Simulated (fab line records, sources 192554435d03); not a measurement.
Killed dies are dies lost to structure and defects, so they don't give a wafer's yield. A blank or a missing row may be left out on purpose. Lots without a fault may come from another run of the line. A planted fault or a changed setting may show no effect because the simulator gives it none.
Split-lot experiment | flow n5_finfet | 7 lots, 39 wafers read, on a route of 1938 steps

THE SPLIT
At N5_PASSIVATION_ETCH_54 (etches SiO2 in CHF3/O2, target depth 880 nm, time 440 s), the setting target_depth_a was moved away from the recipe's 8800 angstrom on 12 of the 39 wafers read, by -42.5% to +46.2%. The other wafers ran this setting at the recipe's value.

The reading is taken at the split's own step.

THE READING
PASSIVATION.feature_depth_nm (the simulator's own value, which no gauge read), in nm, at N5_PASSIVATION_ETCH_54 (etches SiO2 in CHF3/O2, target depth 880 nm, time 440 s). The file gives no usual value for it. The 27 wafers here that ran the recipe average 877.0 nm, standard deviation 17 nm.

wafer  | tool, chamber at the split | target_depth_a as run, angstrom | against the recipe | PASSIVATION.feature_depth_nm, nm | against lot-mates on the recipe
L074.1 | rie_diel-01, 1             | 8800                            | recipe             | 890.2                            | -
L074.2 | rie_diel-01, 3             | 8800                            | recipe             | 885.8                            | -
L074.3 | rie_diel-01, 2             | 8800                            | recipe             | 871.8                            | -
L074.4 | rie_diel-01, 0             | 12870                           | +46.2%             | 1273                             | +390.4
L074.5 | rie_diel-01, 3             | 12870                           | +46.2%             | 1304                             | +421.4
L074.6 | rie_diel-01, 2             | 12870                           | +46.2%             | 1274                             | +391.4
L076.1 | rie_diel-05, 3             | 8800                            | recipe             | 873.8                            | -
L076.2 | rie_diel-05, 0             | 8800                            | recipe             | 898.6                            | -
L076.3 | rie_diel-05, 2             | 8800                            | recipe             | 902.2                            | -
L076.4 | rie_diel-05, 1             | 8800                            | recipe             | 869.2                            | -
L076.5 | rie_diel-05, 2             | 8800                            | recipe             | 913.4                            | -
L076.6 | rie_diel-05, 1             | 8800                            | recipe             | 865                              | -
L080.1 | rie_diel-01, 1             | 8800                            | recipe             | 876.6                            | -
L080.5 | rie_diel-01, 1             | 8800                            | recipe             | 876.6                            | -
L080.2 | rie_diel-01, 0             | 8800                            | recipe             | 846                              | -
L080.3 | rie_diel-01, 2             | 8800                            | recipe             | 853                              | -
L080.4 | rie_diel-01, 0             | 8800                            | recipe             | 842.6                            | -
L080.6 | rie_diel-01, 2             | 8800                            | recipe             | 858.6                            | -
L087.1 | rie_diel-05, 1             | 5512                            | -37.4%             | 547                              | -339.1
L087.2 | rie_diel-05, 3             | 5512                            | -37.4%             | 543.6                            | -342.5
L087.3 | rie_diel-05, 2             | 8800                            | recipe             | 900                              | -
L087.4 | rie_diel-05, 0             | 8800                            | recipe             | 887                              | -
L087.5 | rie_diel-05, 1             | 8800                            | recipe             | 871.2                            | -
L087.6 | rie_diel-05, 0             | 5512                            | -37.4%             | 557.2                            | -328.9
L090.2 | rie_diel-01, 1             | 8800                            | recipe             | 879.4                            | -
L090.4 | rie_diel-01, 0             | 8800                            | recipe             | 865.2                            | -
L090.5 | rie_diel-01, 0             | 8800                            | recipe             | 865.4                            | -
L094.1 | rie_diel-01, 0             | 5061                            | -42.5%             | 493.8                            | -383.2
L094.2 | rie_diel-01, 2             | 5061                            | -42.5%             | 514.8                            | -362.2
L094.3 | rie_diel-01, 3             | 8800                            | recipe             | 878                              | -
L094.4 | rie_diel-01, 1             | 5061                            | -42.5%             | 509.2                            | -367.8
L094.5 | rie_diel-01, 3             | 8800                            | recipe             | 882.6                            | -
L094.6 | rie_diel-01, 0             | 8800                            | recipe             | 870.4                            | -
L096.1 | rie_diel-01, 1             | 8800                            | recipe             | 875.4                            | -
L096.2 | rie_diel-01, 2             | 10570                           | +20.1%             | 1079                             | +193.5
L096.3 | rie_diel-01, 0             | 10570                           | +20.1%             | 1040                             | +154.5
L096.4 | rie_diel-01, 3             | 10570                           | +20.1%             | 1067                             | +181.5
L096.5 | rie_diel-01, 2             | 8800                            | recipe             | 905.2                            | -
L096.6 | rie_diel-01, 1             | 8800                            | recipe             | 875.8                            | -

THE FIT
A straight line over all 39 wafers: PASSIVATION.feature_depth_nm changes by +8.8 nm for each +1% of target_depth_a; r = +1.00; the points scatter about the line by 16 nm.
The same after taking each lot's own level away (the mean of its wafers on the recipe; 39 wafers): +8.78 nm for each +1%; r = +1.00; scatter 13 nm.
On that fit, the largest move of target_depth_a shifts the reading by 4.1e+02 nm.
The lots' own levels span 858.90 to 887.03 nm, that is 1.7 times the standard deviation above.
So the lot-to-lot level changes the slope little: the two slopes agree.
Check: with one of the wafers moved furthest among these (+46.2%) left out of the fit, the line predicts +408 nm for it against its lot-mates. It came out at +390 nm against them.

THE WHOLE CHAIN: every reading that the file lists as answering this split, in the file's order
step                   | what it does                                            | reading                                                                       | change (the file's fit)              | r (the file's)
N5_PASSIVATION_ETCH_54 | etches SiO2 in CHF3/O2, target depth 880 nm, time 440 s | etch.depth_nm (the simulator's own value, which no gauge read)                | +8.78 nm for each +1% of the setting | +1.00
N5_PASSIVATION_ETCH_54 | etches SiO2 in CHF3/O2, target depth 880 nm, time 440 s | PASSIVATION.feature_depth_nm (the simulator's own value, which no gauge read) | +8.78 nm for each +1% of the setting | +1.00

THE FILE'S OWN FIT
PASSIVATION.feature_depth_nm changes by +8.78 nm for each +1% of target_depth_a, r = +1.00.
